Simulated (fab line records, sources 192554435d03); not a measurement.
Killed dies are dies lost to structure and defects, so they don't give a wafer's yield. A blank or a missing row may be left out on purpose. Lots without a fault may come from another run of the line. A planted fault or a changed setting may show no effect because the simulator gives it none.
Chamber matching | flow n5_finfet | N5_PASSIVATION_STRIP_48 on rie_diel-06: 4 sister chambers
The step strips in O2. 4 wafers are shown with their chamber, then 8 later ones without.

WAFERS WITH THEIR CHAMBER
wafer  | chamber | showerhead_plenum_p_Torr (Torr)
L344.2 | 1       | 2.20
L346.1 | 0       | 2.01
L346.6 | 3       | 2.04
L347.1 | 2       | 2.04

WAFERS WITHOUT THEIR CHAMBER
wafer  | showerhead_plenum_p_Torr (Torr)
L347.2 | 2.01
L347.5 | 2.04
L352.2 | 2.04
L352.3 | 2.00
L352.5 | 2.03
L351.1 | 2.00
L351.2 | 2.03
L351.6 | 2.00

WHICH CHAMBER EACH WENT THROUGH
wafer  | from the rows above          | in truth
L347.2 | 0                            | 0
L347.5 | can't be placed: 2 or 3      | 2
L352.2 | can't be placed: 2 or 3      | 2
L352.3 | 0                            | 0
L352.5 | can't be placed: 2 or 3 or 0 | 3
L351.1 | 0                            | 0
L351.2 | can't be placed: 2 or 3 or 0 | 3
L351.6 | 0                            | 0
Placed correctly: 4 of 8. Can't be placed from these rows: 4 (the true chamber is among the candidates in 4). Placed wrongly: 0.
How it was worked out, from the rows above alone: a wafer's distance from a chamber is the root of the sum, over the readings, of the square of ((its reading less the chamber's mean) divided by the reading's scatter). The wafer belongs to the nearest chamber; if the next one is less than 2 further off, it can't be placed. A chamber's mean is the mean of its shown wafers. The scatter: with one shown wafer a chamber, the root of the mean of the squares of how far each hidden wafer lies from its nearest shown one.
